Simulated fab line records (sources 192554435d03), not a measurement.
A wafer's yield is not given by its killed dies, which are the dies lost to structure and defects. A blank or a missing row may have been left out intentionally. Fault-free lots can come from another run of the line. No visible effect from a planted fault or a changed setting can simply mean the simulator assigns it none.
fab line records    flow n5-finfet
record: lots: 3  wafers: 8  last-day: 16
route steps=1938 shown BEOL_M8@1393 BEOL_M9@1401 PASSIVATION@1936
lots that met no fault: from a run of the same line without faults
start-h: the number of hours between the record's first day and the start of the first shown wafer of the lot    wait-h: hours elapsed since this lot's preceding step    " repeats the value in the row above    L1.1+2: a row that stands for several wafers    - value missing, or start not given    * or withheld: withheld    < > ~ a bound
route shown NAME@n: a module of which the file shows steps, and the number in the route of the first    usual: mean/standard deviation taken from wafers without a fault    same: alike in all rows    chamber/n: place in a boat    sites: each site's reading    _std_site: the standard deviation of these    _edge_site: inner sites' mean taken away from outer sites' mean    radius-mm: for every site, how far away it sits from the centre of the wafer    mask NAME#n: copy n    behind: the most recent tool/chamber to have shaped the wafer    hold: cause of the lot's hold/its duration in hours/its outcome    device: names the non-switching transistor (n, p or np)    end of line: the route-end tests of the same wafers    a step with no rows: only its recipe    killed: not the wafer's yield, but the dies lost to structure and defects at the first sort    map: a wafer's dies, marking killed ones x, the rest . and places with no die _
set.NAME: setting as actually run; set.NAME@STEP: the setting as run at that earlier step    model.NAME: the simulator's own value behind a step, which no gauge read
lots at some steps of the route; a table a step, a row a wafer
services: from which hour (start-h, from the record's first day; less than 0 if before it) a tool's chamber was out of use, for how many hours, and why
== steps ==
step: N5_BEOL_M8_ECD_50
recipe: material: Cu  target-thk-a: 3000
step: N5_BEOL_M8_ANNEAL_51
recipe: temp-c: 225  time-s: 90  ambient: N2
step: N5_BEOL_M8_CMP_52
recipe: stop-on: SiCOH_lowk  t-overpolish-s: 6.9  down-force-psi: 1  platen-rpm: 50  clearing-platen-down-force-psi: 1.5  clearing-platen-rpm: 50  post-cmp-clean: cu-alkaline  target-thk-nm: 80  clearing-platen-pad-velocity-m-s: 0.99484  pad-velocity-m-s: 0.99484
step: N5_BEOL_M8_PRE_CLEAN_55
recipe: gas: NH3  time-s: 15  temp-c: withheld  rf-power-w: 300
step: N5_BEOL_M8_DEP_56
recipe: material: SiCN  target-thk-a: 100  temp-c: withheld  precursor: 3MS/NH3  pressure-torr: 3  rf-w: 202  time-s: 17.5
step: N5_BEOL_M9_ILD_DEP_00
recipe: material: SiCOH_lowk  target-thk-a: 3085.1  temp-c: 300  precursor: DEMS/porogen  pressure-torr: 5  rf-w: 500  time-s: 58
step: N5_BEOL_M9_CURE_71
recipe: temp-c: 385  time-s: 240  ambient: He/Ar  material: SiCOH_lowk
step: N5_BEOL_M9_PECVD_70
recipe: material: SiO2  target-thk-a: 200  temp-c: 400  precursor: TEOS/O2  pressure-torr: 5.5  rf-w: 450  teos-flow-sccm: 53.8  gas: O2  flow-sccm: 3000  time-s: 22.7
step: N5_BEOL_M9_HM_DEP_02
recipe: material: TiN  target-thk-a: 200  temp-c: 25  chamber-pressure-pa: 0.49996
usual: susceptor-temp-C: 24.99/0.1  throttle-valve-pct: 30.0/0.96
lot.wafer  tool            chamber  start-h  wait-h  susceptor-temp-C  throttle-valve-pct  model.TiN_of_BEOL_M9_HM_DEP_02.thk-nm
L289.1     pvd-sputter-02  -        205.01   1.5     25.08             30.3                19.8
L289.3     "               -        "        "       24.88             29.4                20.4
L289.5     "               -        "        "       24.94             31.5                20.2
L290.1     pvd-sputter-01  -        219.77   1.8     24.89             31.3                19.6
L290.3     "               -        "        "       25.04             31.7                19.8
L290.4     "               -        "        "       25.03             28.9                19.6
L307.1     pvd-sputter-01  -        321.17   3.9     24.90             31.3                20
L307.4     "               -        "        "       24.91             29.2                11.8
step: N5_BEOL_M9_COAT_59
recipe: resist: SOC  temp-c: 250  time-s: 60  spin-rpm: 1500  resist-thk-nm: 100
step: N5_BEOL_M9_COAT_60
recipe: resist: SiARC  temp-c: 220  time-s: 60  spin-rpm: 1500  resist-thk-nm: 30
step: N5_BEOL_M9_COAT_05
recipe: resist: CAR-ArF  spin-rpm: 1500  resist-thk-nm: 90
step: N5_BEOL_M9_EBR_07
recipe: solvent: PGMEA  ebr-width-mm: 1.5
step: N5_BEOL_M9_SOFTBAKE_06
recipe: temp-c: 110  time-s: 60  resist: CAR-ArF
step: N5_BEOL_M9_EXPOSE_08
recipe: mask-id: M9  na: 1.35  source-shape: dipole  sigma-inner: 0.411  sigma-outer: 0.611  polarization: te  dose-mj: 53.75
step: N5_BEOL_M9_PEB_09
recipe: peb-temp-c: withheld  peb-time-s: 60  resist: CAR-ArF
step: N5_BEOL_M9_DEVELOP_10
recipe: develop-time-s: 30  developer: TMAH  resist: CAR-ArF  rinse-liquid: diw  dry: air-spin  dev-temp-c: 23
step: N5_BEOL_M9_DESCUM_16
recipe: chemistry: O2  time-s: 7.9  source-power-w: 50  bias-power-w: 20  pressure-mtorr: 20  rf-frequency-hz: 2.712e+07  temp-c: 40  resist: CAR-ArF  o2-flow-sccm: 225
step: N5_BEOL_M9_ETCH_61
recipe: chemistry: CF4  target: SiARC  target-depth-a: 390  mask-material: CAR-ArF  time-s: 65  ion-energy-ev: 80  pressure-mtorr: 40  source-w: 545  bias-w: 36  Ar_flow_sccm: 100  cf4-flow-sccm: 100  ends: cleared
step: N5_BEOL_M9_ETCH_62
recipe: chemistry: N2/H2  target: SOC  target-depth-a: 1100  overetch-a: 220  mask-material: SiARC  temp-c: 40  time-s: 165  ion-energy-ev: 200  pressure-mtorr: 30  source-w: 840  bias-w: 150  n2-flow-sccm: 200  h2-flow-sccm: 200
step: N5_BEOL_M9_STRIP_68
recipe: chemistry: N2/H2  temp-c: 40  n2-flow-sccm: 200  h2-flow-sccm: 200  rf-frequency-hz: 6e+07
step: N5_BEOL_M9_STRIP_67
recipe: chemistry: CF4  resist: SiARC  power-w: 300  bias-power-w: 75  pressure-mtorr: 50  cf4-flow-sccm: 150  rf-frequency-hz: 6e+07
step: N5_BEOL_M9_HM_OPEN_17
recipe: chemistry: Cl2/BCl3  target-depth-a: 200  overetch-a: 60  target: TiN  mask-material: SOC  ion-energy-ev: 150  pressure-mtorr: 10  icp-w: 1000  bias-w: 126  Cl2_flow_sccm: 53.25  bcl3-flow-sccm: 21.75  Ar_flow_sccm: 25
usual: bias-w: 126.0/0.38  drypump-motor-current-A: 5.6/0.42  oes-product-au: 0.67/0.052  throttle-valve-pct: 22.06/0.15
lot.wafer  tool          chamber  start-h  wait-h  bias-w  drypump-motor-current-A  oes-product-au  rf-hours-counter-h  throttle-valve-pct  model.etch.depth-nm
L289.1     rie-metal-02  0        206.19   0.0     126.3   6.2                      0.63            64                  22.33               19.9
L289.3     "             0        "        "       126.3   6.2                      0.63            -                   22.31               20.4
L289.5     "             0        "        "       126.5   6.2                      0.63            -                   22.32               20.22
L290.1     rie-metal-01  0        220.62   0.0     126.4   5.9                      0.66            41                  21.91               19.68
L290.3     "             1        "        "       125.5   5.2                      0.77            -                   21.95               19.82
L290.4     "             0        "        "       126.9   5.9                      0.67            -                   21.89               19.69
L307.1     rie-metal-01  0        322.02   0.0     126.4   5.9                      0.64            51                  21.91               19.96
L307.4     "             1        "        "       125.4   5.1                      0.56            -                   22.23               11.7
step: N5_BEOL_M9_STRIP_19
recipe: chemistry: O2  power-w: 400  temp-c: 40  pressure-mtorr: 30  rf-frequency-hz: 6e+07  bias-power-w: 0  overash-fraction: 0.2  o2-flow-sccm: 225
step: N5_BEOL_M9_COAT_63
recipe: resist: SOC  temp-c: 250  time-s: 60  spin-rpm: 1500  resist-thk-nm: 60
step: N5_BEOL_M9_COAT_64
recipe: resist: SiARC  temp-c: 220  time-s: 60  spin-rpm: 1500  resist-thk-nm: 12
step: N5_BEOL_M9_COAT_75
recipe: resist: underlayer  temp-c: 205  time-s: 60  spin-rpm: 1500  resist-thk-nm: 5
step: N5_BEOL_M9_COAT_22
recipe: resist: CAR-EUV  spin-rpm: 1500  resist-thk-nm: 30
step: N5_BEOL_M9_EBR_24
recipe: solvent: PGMEA  ebr-width-mm: 1.5
step: N5_BEOL_M9_SOFTBAKE_23
recipe: temp-c: 110  time-s: 60  resist: CAR-EUV
step: N5_BEOL_M9_EXPOSE_25
recipe: mask-id: V8  na: 0.33  source-shape: annular  sigma-inner: 0.4  sigma-outer: 0.8  polarization: unpolarized  dose-mj: 37.25
step: N5_BEOL_M9_PEB_26
recipe: peb-temp-c: 100  peb-time-s: 60  resist: CAR-EUV
step: N5_BEOL_M9_DEVELOP_27
recipe: develop-time-s: 30  developer: TMAH  resist: CAR-EUV  rinse-liquid: surfactant-rinse  dry: air-spin  dev-temp-c: 23
step: N5_BEOL_M9_TRENCH_ETCH_37
recipe: chemistry: C4F6/O2  target-depth-a: 1514.3  target: SiCOH_lowk  time-s: 49  ion-energy-ev: 250  pressure-mtorr: 30  source-w: 345  bias-w: 185  Ar_flow_sccm: 300  C4F6_flow_sccm: 10  O2_flow_sccm: 10
usual: bias-w: 184.9/0.54  drypump-motor-current-A: 5.93/0.27  oes-product-au: 0.77/0.076  rf-vpp-V: 660/25  showerhead-plenum-p-Torr: 2.85/0.074  throttle-valve-pct: 20.86/0.23
lot.wafer  tool         chamber  start-h  wait-h  bias-w  drypump-motor-current-A  oes-product-au  rf-hours-counter-h  rf-vpp-V  showerhead-plenum-p-Torr  throttle-valve-pct  model.TiN_of_BEOL_M9_HM_DEP_02.thk-nm
L289.1     rie-diel-06  1        -        -       185.2   6.49                     0.84            63                  693       2.92                      20.78               15.8
L289.3     "            3        "        "       184.6   5.79                     0.69            222                 653       2.83                      21.31               16.4
L289.5     "            3        "        "       184.8   5.79                     0.69            -                   653       2.83                      21.30               16.2
L290.1     rie-diel-03  1        -        -       185.3   5.45                     0.69            218                 689       2.83                      21.35               15.6
L290.3     "            2        "        "       184.5   6.07                     0.79            98                  615       2.88                      20.96               15.6
L290.4     "            0        "        "       185.5   5.77                     0.75            179                 668       2.73                      21.03               15.4
L307.1     rie-diel-06  1        -        -       185.3   6.49                     0.80            99                  694       2.90                      20.82               15.8
L307.4     "            2        "        "       186.0   6.04                     0.68            -                   657       2.76                      20.84               7.4
step: N5_PASSIVATION_PROBE_49
usual: defect-limited-yield: 91.1/1.5  killed_at_M0_to_M3: 35/11  killed_at_M4_up: 13/5.7  killed-at-contacts: 12/5.7  killed-at-front-end: 40/11  killed-at-other: 4/4.4  killed-dies: 105/18  killed-open: 68/14  killed-short: 34/7.4  sort_bin_5_function: 5.2/1  sort_bin_6_memory: 3.3/0.67  sort-n-pass: 1074/18  sort-yield-pct: 91.0/1.5
same: gross-dies: 1180  killed-at-back-side: 0  sort_bin_4_leakage[%]: 0  sort_bin_8_speed[%]: 0
lot.wafer  tool       chamber  start-h  wait-h  defect-limited-yield[%]  killed_at_M0_to_M3  killed_at_M4_up  killed-at-contacts  killed-at-front-end  killed-at-other  killed-dies  killed-open  killed-short  sort_bin_5_function[%]  sort_bin_6_memory[%]  sort-n-pass  sort-yield-pct[%]
L307.1     prober-01  -        391.88   0.0     90.1                     48                  9                16                  30                   14               117          70           31            6.3                     3.5                   1063         90.1
L307.4     prober-01  -        392.03   0.2     88.1                     56                  13               15                  33                   24               141          73           40            7.5                     3.8                   1039         88.1
killed by level:class
L307.1 MOL_CONTACT_COAG:geometric-particle:open=16 BEOL_M2:geometric-particle:open=13 BEOL_M0_SAQP:geometric-particle:short=12 MIM_TOP_ETCH:area-etch=11 BEOL_M1:geometric-particle:open=10 DUMMY_GATE:geometric-particle:open=8 FIN_CUT:area-etch=5 FIN_SAQP:geometric-particle:open=4
L307.4 MIM_TOP_ETCH:area-etch=22 BEOL_M1:geometric-particle:open=13 BEOL_M2:geometric-particle:open=11 MOL_CONTACT_COAG:geometric-particle:open=10 BEOL_M0_SAQP:geometric-particle:short=8 FIN_SAQP:geometric-particle:open=7 BEOL_M0_SAQP:geometric-particle:open=7 BEOL_M1:geometric-particle:short=7
== services ==
tool          chamber  start-h  hours  kind
rie-metal-02  0        186.25   6.2    repair
rie-diel-03   -        220.73   0.9    repair
rie-diel-03   0        237.94   16.9   repair
rie-metal-01  -        242.11   2.8    pm
rie-diel-03   3        265.27   -      clean
rie-diel-03   3        265.27   -      consumable-replace:esc
rie-diel-03   3        265.27   -      consumable-replace:focus-ring
rie-diel-03   3        265.27   20.3   scheduled-down
rie-diel-03   3        265.27   20.3   vent-cycle
rie-metal-02  -        268.80   1.4    pm
rie-diel-06   3        300.38   -      clean
rie-diel-06   3        300.38   -      consumable-replace:focus-ring
rie-diel-06   3        300.38   24.3   scheduled-down
rie-diel-06   3        300.38   24.3   vent-cycle
== key ==
first-sign none at tools or gauges
model-effect: step: N5_BEOL_M9_HM_DEP_02  value: TiN_of_BEOL_M9_HM_DEP_02.thk-nm  without: 19.8  struck: 11.8
model-effect: step: N5_BEOL_M9_HM_OPEN_17  value: etch.depth-nm  without: 19.77  struck: 11.7
model-effect: step: N5_BEOL_M9_TRENCH_ETCH_37  value: TiN_of_BEOL_M9_HM_DEP_02.thk-nm  without: 15.4  struck: 7.4
met-at N5_BEOL_M9_HM_DEP_02
struck-wafers L307.4
baseline-loss: step: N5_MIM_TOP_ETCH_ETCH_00  wafers: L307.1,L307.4
onset-between 219.77 321.17
fault: kind: process-parameter-drift  tool: pvd-sputter-01  chamber: -  onset-h: 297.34  steps: N5_BEOL_M9_HM_DEP_02  channel: target-thk-a  offset: *  shape: step  end-h: 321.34  scope: struck-wafers-only  acts-in: *  stated: *
baseline-loss: these wafers lose ten dies or more at that step, a loss of the line's own and not of a fault; the sort's usual values leave them out
